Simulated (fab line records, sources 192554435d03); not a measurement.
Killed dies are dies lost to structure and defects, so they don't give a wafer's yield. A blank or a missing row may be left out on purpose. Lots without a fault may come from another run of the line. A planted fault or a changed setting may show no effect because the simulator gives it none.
fab line records | flow n5_finfet
record lots=6 wafers=18 last_day=18
route steps=1938 shown BEOL_M1@782 BEOL_M4@1111
lots that met no fault: from a run of the same line without faults
start_h: hours from the record's first day to the start of the lot's first wafer shown | wait_h: hours since the lot's step before | " the same as in the row above | L1.1+2: a row that stands for several wafers | - no value, or no start given | * or withheld: withheld | < > ~ a bound
route shown NAME@n: a module of which the file shows steps, and the number in the route of the first | usual: mean/standard deviation of fault-free wafers | same: alike in all rows | chamber/n: place in a boat | sites: the reading at each site | _std_site: their standard deviation | _edge_site: outer sites' mean less inner sites' | radius_mm: how far each site lies from the wafer's centre | mask NAME#n: copy n | behind: the tool/chamber that last shaped the wafer | hold: why the lot was held/for how many hours/how that ended | device: the transistor (n, p or np) that didn't switch | end of line: the same wafers' tests at the end of the route | a step without rows: its recipe alone | killed: dies lost to structure and defects at the first sort, not the wafer's yield | map: a wafer's dies, x killed, . not, _ none there
set.NAME: the setting as run; set.NAME@STEP: as run at that earlier step | model.NAME: the simulator's own value behind a step, which no gauge read
lots at some steps of the route; a table a step, a row a wafer
services: from which hour (start_h, from the record's first day; less than 0 if before it) a tool's chamber was out of use, for how many hours, and why
## steps
# step N5_BEOL_M1_SOFTBAKE_23
# recipe temp_c=110 time_s=60 resist=CAR-EUV
# step N5_BEOL_M1_EXPOSE_25
# recipe mask_id=V0 na=0.33 source_shape=quasar sigma_inner=0.2 sigma_outer=0.8 polarization=unpolarized defocus_nm=5 target_cd_nm=24 dose_mj=63
# step N5_BEOL_M1_PEB_26
# recipe peb_temp_c=100 peb_time_s=60 resist=CAR-EUV
# step N5_BEOL_M1_DEVELOP_27
# recipe develop_time_s=30 developer=TMAH resist=CAR-EUV rinse_liquid=surfactant_rinse dry=air_spin dev_temp_c=23
# step N5_BEOL_M1_CD_MEAS_28
# recipe landing_energy_ev=500 detector=se_inlens target_cd_y_nm=23.3
# usual cd_nm=24.05/0.27
# same landing_energy_ev=500
# columns lot.wafer tool chamber start_h wait_h cd_nm
L785.2 cd_sem-02 0 142.20 - 23.64
L785.4 " 0 " " 23.97
L785.5 " 0 " " 23.66
L786.2 cd_sem-01 0 157.13 - 24.56
L786.3 " 0 " " 24.24
L786.6 " 0 " " 24.02
L792.1 cd_sem-03 0 189.26 - 23.74
L792.3 " 0 " " 23.82
L792.6 " 0 " " 24.15
L801.2 cd_sem-01 0 244.35 - 23.81
L801.3 " 0 " " 23.70
L801.5 " 0 " " 23.48
L803.1 cd_sem-01 0 257.50 - 23.72
L803.5 " 0 " " 23.65
L803.6 " 0 " " 23.97
L805.1 cd_sem-03 0 266.36 - 23.78
L805.5 " 0 " " 23.95
L805.6 " 0 " " 24.29
# step N5_BEOL_M1_OVL_MEAS_29
# recipe points_per_wafer=522
# usual V0_OVL=0.1/0.79
# same points_per_wafer=522
# columns lot.wafer tool chamber start_h wait_h V0_OVL[nm]
L785.2 overlay-02 0 142.24 0.0 -1.2
L785.4 " 0 " " -0.8
L785.5 " 0 " " -1.1
L786.2 overlay-02 0 157.17 0.0 0.4
L786.3 " 0 " " 1.4
L786.6 " 0 " " 0.3
L792.1 overlay-02 0 189.29 0.0 0.6
L792.3 " 0 " " -0.5
L792.6 " 0 " " -1.0
L801.2 overlay-01 0 244.39 0.0 0.7
L801.3 " 0 " " -0.3
L801.5 " 0 " " -0.1
L803.1 overlay-02 0 257.53 0.0 0.0
L803.5 " 0 " " -0.3
L803.6 " 0 " " -1.5
L805.1 overlay-01 0 266.39 0.0 0.2
L805.5 " 0 " " 0.3
L805.6 " 0 " " 0.7
# step N5_BEOL_M1_INSPECT_30
# recipe mode=adi inspect_instrument=brightfield
# usual raw_defect_count=433/120
# columns lot.wafer tool chamber start_h wait_h raw_defect_count
L785.2 defect_inspect-02 - 142.29 0.0 314
L785.4 " - " " 415
L785.5 " - " " 342
L786.2 defect_inspect-02 - 157.22 0.0 637
L786.3 " - " " 351
L786.6 " - " " 577
L792.1 defect_inspect-01 - 189.35 0.1 502
L792.3 " - " " 352
L792.6 " - " " 483
L801.2 defect_inspect-01 - 244.44 0.0 439
L801.3 " - " " 570
L801.5 " - " " 440
L803.1 defect_inspect-02 - 257.59 0.1 368
L803.5 " - " " 429
L803.6 " - " " 452
L805.1 defect_inspect-01 - 266.45 0.1 456
L805.5 " - " " 448
L805.6 " - " " 382
# step N5_BEOL_M1_DESCUM_33
# recipe chemistry=O2 time_s=7 source_power_w=50 bias_power_w=20 pressure_mtorr=20 rf_frequency_hz=2.712e+07 temp_c=40 resist=CAR-EUV o2_flow_sccm=225
# usual drypump_motor_current_A=5.9/0.57 oes_product_au=0.79/0.099 rf_vpp_V=243.3/1.5 showerhead_plenum_p_Torr=2.11/0.085 throttle_valve_pct=20.39/0.2
# columns lot.wafer tool chamber start_h wait_h drypump_motor_current_A oes_product_au rf_hours_counter_h rf_vpp_V showerhead_plenum_p_Torr throttle_valve_pct
L785.2 rie_diel-01 3 142.33 0.0 6.2 0.79 94 242.9 2.02 20.16
L785.4 " 0 " " 5.8 0.97 8 244.8 2.23 20.11
L785.5 " 2 " " 6.6 0.67 - 241.5 2.07 20.80
L786.2 rie_diel-03 1 157.26 0.0 6.1 0.75 138 244.8 2.20 20.56
L786.3 " 2 " " 5.4 0.74 178 243.3 2.08 20.50
L786.6 " 0 " " 5.1 0.75 - 243.4 2.01 20.27
L792.1 rie_diel-03 3 189.38 0.0 6.5 0.92 14 244.6 2.24 20.11
L792.3 " 1 " " 6.1 0.73 143 244.1 2.19 20.57
L792.6 " 3 " " 6.4 0.92 - 245.1 2.24 20.10
L801.2 rie_diel-04 2 244.47 0.0 6.1 0.69 249 243.0 2.06 20.60
L801.3 " 3 " " 6.8 0.67 233 241.1 1.98 20.27
L801.5 " 3 " " 6.8 0.67 - 240.6 1.98 20.25
L803.1 rie_diel-03 2 257.62 0.0 5.4 0.71 212 243.0 2.07 20.55
L803.5 " 1 " " 6.1 0.71 - 243.0 2.19 20.60
L803.6 " 2 " " 5.5 0.71 - 242.8 2.07 20.54
L805.1 rie_diel-01 1 266.49 0.0 4.7 0.91 24 242.8 2.13 20.36
L805.5 " 1 " " 4.7 0.90 - 243.0 2.13 20.37
L805.6 " 2 " " 6.5 0.91 - 241.9 2.06 20.49
# step N5_BEOL_M1_ETCH_77
# recipe chemistry=N2/H2 target=underlayer target_depth_a=65 mask_material=CAR-EUV time_s=5.2 ion_energy_ev=200 pressure_mtorr=30 source_w=840 bias_w=150 n2_flow_sccm=200 h2_flow_sccm=200 ends=cleared
# usual bias_w=150.0/0.45 drypump_motor_current_A=5.9/0.58 etch_rf_on_time_s=5.17/0.07 oes_product_au=0.67/0.085 rf_vpp_V=524.3/2.9 showerhead_plenum_p_Torr=2.56/0.1 throttle_valve_pct=17.81/0.24
# columns lot.wafer tool chamber start_h wait_h bias_w drypump_motor_current_A etch_rf_on_time_s oes_product_au rf_hours_counter_h rf_vpp_V showerhead_plenum_p_Torr throttle_valve_pct
L785.2 rie_diel-01 3 142.36 0.0 150.1 6.2 5.18 0.68 94 524.1 2.46 17.66
L785.4 " 0 " " 150.9 5.9 5.18 0.83 8 527.9 2.71 17.48
L785.5 " 2 " " 150.3 6.6 5.30 0.58 - 523.0 2.50 18.23
L786.2 rie_diel-03 1 157.29 0.0 149.7 6.1 5.16 0.63 138 528.1 2.66 17.88
L786.3 " 2 " " 150.3 5.5 5.15 0.62 178 521.6 2.53 18.10
L786.6 " 0 " " 150.1 5.2 5.12 0.64 - 519.9 2.43 17.65
L792.1 rie_diel-03 3 189.42 0.0 150.3 6.5 5.15 0.79 14 527.3 2.70 17.45
L792.3 " 1 " " 149.4 6.1 5.19 0.63 143 528.0 2.66 17.91
L792.6 " 3 " " 150.6 6.4 5.15 0.78 - 528.4 2.70 17.51
L801.2 rie_diel-04 2 244.51 0.0 150.2 6.1 5.27 0.58 249 522.1 2.50 18.06
L801.3 " 3 " " 149.9 6.8 5.24 0.57 233 520.4 2.40 17.68
L801.5 " 3 " " 150.3 6.8 5.25 0.57 - 518.8 2.40 17.65
L803.1 rie_diel-03 2 257.66 0.0 150.3 5.5 5.24 0.60 212 522.3 2.51 18.10
L803.5 " 1 " " 150.2 6.1 5.27 0.61 - 524.6 2.65 17.93
L803.6 " 2 " " 150.7 5.4 5.20 0.61 - 525.4 2.51 18.15
L805.1 rie_diel-01 1 266.52 0.0 150.3 4.7 5.05 0.78 24 523.1 2.60 17.76
L805.5 " 1 " " 150.0 4.7 4.99 0.78 - 525.2 2.60 17.81
L805.6 " 2 " " 149.9 6.6 5.02 0.79 - 523.5 2.49 17.88
# step N5_BEOL_M1_ETCH_69
# recipe chemistry=CF4 target=SiARC target_depth_a=156 mask_material=CAR-EUV time_s=26 ion_energy_ev=80 pressure_mtorr=40 source_w=545 bias_w=36 Ar_flow_sccm=100 cf4_flow_sccm=100 ends=cleared
# usual bias_w=36.00/0.11 drypump_motor_current_A=5.9/0.57 etch_rf_on_time_s=25.8/0.34 mfc_ar_sccm=100.0/0.34 oes_product_au=0.67/0.085 rf_vpp_V=184.2/1.4 showerhead_plenum_p_Torr=2.15/0.081 throttle_valve_pct=15.58/0.21
# columns lot.wafer tool chamber start_h wait_h bias_w drypump_motor_current_A etch_rf_on_time_s mfc_ar_sccm oes_product_au rf_hours_counter_h rf_vpp_V showerhead_plenum_p_Torr throttle_valve_pct
L785.2 rie_diel-01 3 142.38 0.0 36.06 6.2 25.7 100.0 0.68 94 183.2 2.07 15.38
L785.4 " 0 " " 36.03 5.9 25.4 100.4 0.84 8 185.5 2.27 15.28
L785.5 " 2 " " 35.99 6.6 25.8 99.9 0.59 - 185.3 2.11 15.96
L786.2 rie_diel-03 1 157.31 0.0 36.04 6.1 25.8 100.0 0.64 138 185.4 2.23 15.69
L786.3 " 2 " " 35.99 5.5 26.1 99.7 0.63 178 184.6 2.14 15.73
L786.6 " 0 " " 35.75 5.1 25.9 100.5 0.63 - 183.7 2.06 15.49
L792.1 rie_diel-03 3 189.44 0.0 35.92 6.4 25.8 99.6 0.78 14 185.8 2.28 15.23
L792.3 " 1 " " 36.02 6.1 26.0 99.9 0.63 143 186.7 2.23 15.71
L792.6 " 3 " " 35.97 6.4 25.5 100.2 0.78 - 187.3 2.28 15.24
L801.2 rie_diel-04 2 244.53 0.0 35.84 6.1 26.4 99.4 0.58 249 184.8 2.11 15.84
L801.3 " 3 " " 35.98 6.7 26.0 100.5 0.57 233 181.3 2.03 15.59
L801.5 " 3 " " 35.90 6.8 26.0 99.9 0.58 - 183.1 2.03 15.59
L803.1 rie_diel-03 2 257.68 0.0 36.07 5.5 25.8 99.9 0.61 212 184.3 2.12 15.81
L803.5 " 1 " " 36.13 6.1 26.2 100.2 0.61 - 185.5 2.22 15.75
L803.6 " 2 " " 35.89 5.5 25.6 100.3 0.61 - 183.7 2.12 15.81
L805.1 rie_diel-01 1 266.54 0.0 36.00 4.7 25.4 100.2 0.78 24 182.9 2.19 15.53
L805.5 " 1 " " 36.05 4.7 24.9 100.2 0.79 - 185.5 2.19 15.53
L805.6 " 2 " " 36.09 6.6 24.7 100.2 0.80 - 182.7 2.10 15.50
# step N5_BEOL_M1_ALD_98
# recipe material=SiO2 target_thk_a=25 temp_c=100 ald_precursor_family=BDEAS ald_co_reactant=O2-plasma pulse_time_s=1 co_reactant_pulse_time_s=1 purge_time_s=2 co_reactant_purge_time_s=2 ald_cycles=17 pressure_torr=2
# usual heater_power_outer_w=39.2/2.4 heater_power_w=76/5.3 precursor_pulse_height_rel=1.002/0.022 susceptor_temp_C=99.99/0.14
# columns lot.wafer tool chamber start_h wait_h heater_power_outer_w heater_power_w precursor_pulse_height_rel susceptor_temp_C
L785.2 ald_sin-02 1 142.84 0.4 37.9 67 1.009 99.95
L785.4 " 3 " " 41.5 81 1.009 100.03
L785.5 " 2 " " 37.7 74 0.993 99.80
L786.2 ald_sin-04 1 157.39 0.1 36.6 73 1.034 99.98
L786.3 " 3 " " 43.0 83 0.950 100.01
L786.6 " 0 " " 38.8 77 1.012 99.89
L792.1 ald_sin-02 3 189.65 0.2 40.5 82 0.950 100.00
L792.3 " 1 " " 38.3 67 1.019 100.03
L792.6 " 0 " " 39.2 78 1.027 100.11
L801.2 ald_sin-04 2 244.61 0.1 40.3 80 0.988 99.94
L801.3 " 0 " " 36.2 72 0.991 100.08
L801.5 " 1 " " 36.3 73 0.962 100.16
L803.1 ald_sin-02 0 257.76 0.1 39.2 78 0.986 100.08
L803.5 " 0 " " 38.5 78 1.001 99.95
L803.6 " 3 " " 40.6 83 0.995 99.79
L805.1 ald_sin-04 1 266.63 0.1 36.1 73 1.008 100.14
L805.5 " 3 " " 41.2 78 1.019 99.93
L805.6 " 0 " " 36.2 71 0.961 99.89
# step N5_BEOL_M1_ETCHBACK_99
# recipe chemistry=CHF3 target=SiO2 target_depth_a=50 time_s=10.4 source_w=215 bias_w=47 Ar_flow_sccm=200 CHF3_flow_sccm=12 ion_energy_ev=100 pressure_mtorr=30
# usual drypump_motor_current_A=5.8/0.62 mfc_ar_sccm=200.0/0.67 oes_ar_750_au=0.81/0.1 oes_product_au=0.82/0.11 rf_vpp_V=241.0/3 showerhead_plenum_p_Torr=2.17/0.086 throttle_valve_pct=17.01/0.21
# columns lot.wafer tool chamber start_h wait_h drypump_motor_current_A mfc_ar_sccm oes_ar_750_au oes_product_au rf_hours_counter_h rf_vpp_V showerhead_plenum_p_Torr throttle_valve_pct
L785.2 rie_diel-01 0 146.51 3.6 5.8 200.2 0.96 0.97 10 238.3 2.29 16.74
L785.4 " 2 " " 6.6 201.1 0.69 0.69 - 241.2 2.12 17.44
L785.5 " 3 " " 6.2 199.4 0.78 0.80 - 244.6 2.08 16.86
L786.2 rie_diel-01 0 158.77 1.3 5.8 200.0 0.94 0.95 15 236.6 2.28 16.73
L786.3 " 3 " " 6.2 201.4 0.78 0.78 101 244.0 2.08 16.87
L786.6 " 0 " " 5.8 199.4 0.95 0.96 - 236.2 2.28 16.74
L792.1 rie_diel-03 1 194.40 4.7 6.1 200.0 0.73 0.73 145 244.8 2.24 17.14
L792.3 " 3 " " 6.4 199.4 0.90 0.91 15 244.4 2.30 16.72
L792.6 " 2 " " 5.4 200.5 0.73 0.72 - 240.4 2.14 17.23
L801.2 rie_diel-01 2 246.97 2.3 6.5 200.3 0.93 0.93 11 241.4 2.11 17.02
L801.3 " 1 " " 4.7 201.0 0.91 0.92 18 241.1 2.21 17.04
L801.5 " 0 " " 5.9 200.6 0.89 0.89 - 237.9 2.27 16.80
L803.1 rie_diel-01 2 264.20 6.4 6.5 199.2 0.91 0.92 16 240.1 2.11 17.02
L803.5 " 1 " " 4.7 199.4 0.90 0.91 - 241.3 2.20 17.03
L803.6 " 2 " " 6.5 201.0 0.92 0.93 - 240.6 2.11 17.03
L805.1 rie_diel-03 3 268.80 2.1 6.4 200.7 0.86 0.87 39 243.2 2.29 16.77
L805.5 " 0 " " 5.1 199.7 0.71 0.72 - 237.3 2.05 17.00
L805.6 " 3 " " 6.5 201.3 0.86 0.86 - 243.6 2.29 16.75
# step N5_BEOL_M1_ETCH_70
# recipe chemistry=N2/H2 target=SOC target_depth_a=800 overetch_a=160 mask_material=SiARC temp_c=40 time_s=120 ion_energy_ev=200 pressure_mtorr=30 source_w=840 bias_w=150 n2_flow_sccm=200 h2_flow_sccm=200
# usual bias_w=150.0/0.44 drypump_motor_current_A=5.8/0.62 oes_product_au=0.62/0.077 rf_vpp_V=524.6/3 showerhead_plenum_p_Torr=2.57/0.1 throttle_valve_pct=17.74/0.23
# columns lot.wafer tool chamber start_h wait_h bias_w drypump_motor_current_A oes_product_au rf_hours_counter_h rf_vpp_V showerhead_plenum_p_Torr throttle_valve_pct model.SiARC_of_BEOL_M1_COAT_68.thk_nm
L785.2 rie_diel-01 0 146.55 0.0 149.5 5.8 0.73 10 527.4 2.71 17.45 6.4
L785.4 " 2 " " 149.8 6.6 0.52 - 521.5 2.50 18.19 6.4
L785.5 " 3 " " 150.1 6.2 0.61 - 520.7 2.46 17.60 6.2
L786.2 rie_diel-01 0 158.81 0.0 149.8 5.9 0.72 15 527.9 2.71 17.47 6.4
L786.3 " 3 " " 150.4 6.2 0.60 101 521.4 2.46 17.62 6.2
L786.6 " 0 " " 149.8 5.9 0.72 - 527.7 2.71 17.46 6.4
L792.1 rie_diel-03 1 194.43 0.0 149.4 6.1 0.56 145 527.3 2.66 17.87 6.4
L792.3 " 3 " " 149.7 6.4 0.69 15 528.6 2.70 17.43 6.4
L792.6 " 2 " " 150.2 5.5 0.55 - 521.6 2.52 18.05 6.4
L801.2 rie_diel-01 2 247.01 0.0 169.9 6.6 0.70 11 565.5 2.49 17.80 5.2
L801.3 " 1 " " 171.2 4.7 0.70 18 569.6 2.60 17.75 5.4
L801.5 " 0 " " 169.3 5.9 0.68 - 572.0 2.69 17.50 5.4
L803.1 rie_diel-01 2 264.24 0.0 169.1 6.6 0.70 16 566.2 2.49 17.82 5.2
L803.5 " 1 " " 170.4 4.7 0.69 - 567.9 2.60 17.77 5.2
L803.6 " 2 " " 168.6 6.6 0.69 - 565.9 2.49 17.82 5.2
L805.1 rie_diel-03 3 268.83 0.0 150.4 6.4 0.65 39 527.5 2.69 17.47 6.4
L805.5 " 0 " " 150.4 5.2 0.54 - 518.8 2.42 17.68 6.4
L805.6 " 3 " " 149.5 6.5 0.66 - 528.5 2.69 17.45 6.2
# step N5_BEOL_M1_STRIP_71
# recipe chemistry=N2/H2 temp_c=40 n2_flow_sccm=200 h2_flow_sccm=200 rf_frequency_hz=6e+07
# step N5_BEOL_M4_RC_MEAS_101
# usual DIBL_N=35.9/1.4 DIBL_P=35.9/1.7 IOFF_N=0.155/0.023 IOFF_P=0.201/0.029 ION_N=672/8.8 ION_P=460/7 SS_N=71.6/0.48 SS_P=73.1/0.64 VT_N=250.0/3 VT_P=-251.6/3
# columns lot.wafer tool chamber start_h wait_h DIBL_N[mV/V] DIBL_P[mV/V] IOFF_N[nA/um] IOFF_P[nA/um] ION_N[uA/um] ION_P[uA/um] SS_N[mV/dec] SS_P[mV/dec] VT_N[mV] VT_P[mV]
L785.2 prober-02 0 194.47 0.2 37.3 36.8 0.160 0.201 665 460 71.9 73.2 251.1 -252.7
L785.4 " 0 " " 35.7 34.2 0.129 0.169 670 452 70.9 72.5 255.2 -253.7
L785.5 " 0 " " 34.6 33.3 0.116 0.159 660 453 71.2 72.6 257.5 -254.8
L786.2 prober-01 0 198.85 0.2 35.5 35.7 0.160 0.201 678 465 70.9 73.3 249.5 -249.4
L786.3 " 0 " " 34.8 34.9 0.142 0.195 663 454 71.0 72.7 251.4 -250.9
L786.6 " 0 " " 35.4 35.8 0.160 0.212 670 463 71.0 73.6 251.1 -251.1
L792.1 prober-01 0 243.82 0.0 35.9 35.8 0.146 0.187 671 458 71.1 72.8 252.1 -251.9
L792.3 " 0 " " 36.0 36.4 0.143 0.201 663 455 71.4 73.1 251.7 -249.7
L792.6 " 0 " " 36.2 36.6 0.152 0.203 666 455 71.4 72.5 253.6 -251.7
L801.2 prober-01 0 287.10 0.2 34.0 34.7 0.131 0.174 676 460 71.5 72.6 251.9 -253.8
L801.3 " 0 " " 35.0 36.3 0.146 0.193 669 458 71.9 73.5 250.7 -253.0
L801.5 " 0 " " 34.5 34.6 0.133 0.170 661 452 71.6 72.5 252.8 -253.6
L803.1 prober-01 0 304.23 0.0 35.2 36.3 0.178 0.210 670 457 71.9 73.7 245.9 -247.7
L803.5 " 0 " " 34.9 35.6 0.163 0.206 677 464 71.5 73.9 247.7 -251.7
L803.6 " 0 " " 34.4 35.6 0.162 0.198 666 454 71.1 73.4 247.2 -248.7
L805.1 prober-02 0 311.49 0.0 34.9 34.0 0.134 0.199 669 469 71.5 72.6 254.6 -251.2
L805.5 " 0 " " 35.8 34.6 0.145 0.206 670 463 72.1 73.7 249.8 -252.6
L805.6 " 0 " " 35.1 34.6 0.141 0.203 667 459 71.2 72.7 251.0 -249.2
## services
# columns tool chamber start_h hours kind
rie_diel-03 - 123.29 14.6 pm
rie_diel-04 2 124.85 24.6 repair
rie_diel-01 1 144.70 - clean
rie_diel-01 1 144.70 - consumable_replace:focus_ring
rie_diel-01 1 144.70 16.8 scheduled_down
rie_diel-01 1 144.70 16.8 vent_cycle
rie_diel-04 0 161.53 6.6 repair
rie_diel-03 1 175.27 12.3 repair
ald_sin-04 - 177.89 14.0 pm
rie_diel-01 2 178.99 - clean
rie_diel-01 2 178.99 - consumable_replace:focus_ring
rie_diel-01 2 178.99 18.5 scheduled_down
rie_diel-01 2 178.99 18.5 vent_cycle
rie_diel-04 3 193.45 8.9 repair
ald_sin-04 1 194.48 2.5 repair
ald_sin-04 - 201.75 0.7 repair
rie_diel-04 - 211.67 2.8 pm
rie_diel-01 - 217.33 9.7 repair
rie_diel-04 - 217.33 2.1 repair
rie_diel-01 - 229.97 2.8 pm
ald_sin-02 2 230.72 4.4 repair
rie_diel-04 1 239.23 6.4 repair
ald_sin-02 1 244.09 8.5 repair
ald_sin-02 - 255.40 2.2 repair
## key
first_sign step=N5_BEOL_M1_ETCH_70 reading=bias_w direction=up sigmas=45 usual=* struck=*
effect step=N5_BEOL_M1_ETCH_70 reading=rf_vpp_V direction=up sigmas=14 usual=524.6 struck=567.8
model_effect step=N5_BEOL_M1_ETCH_70 value=SiARC_of_BEOL_M1_COAT_68.thk_nm without=6.267 struck=5.267
met_at N5_BEOL_M1_ETCH_70
struck_wafers L801.2,L801.3,L801.5,L803.1,L803.5,L803.6
onset_between 158.81 247.01
fault kind=process_parameter_drift tool=rie_diel-01 chamber=- onset_h=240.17 steps=N5_BEOL_M1_ETCH_70 channel=bias_w offset=* shape=step end_h=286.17 acts_in=* stated=*
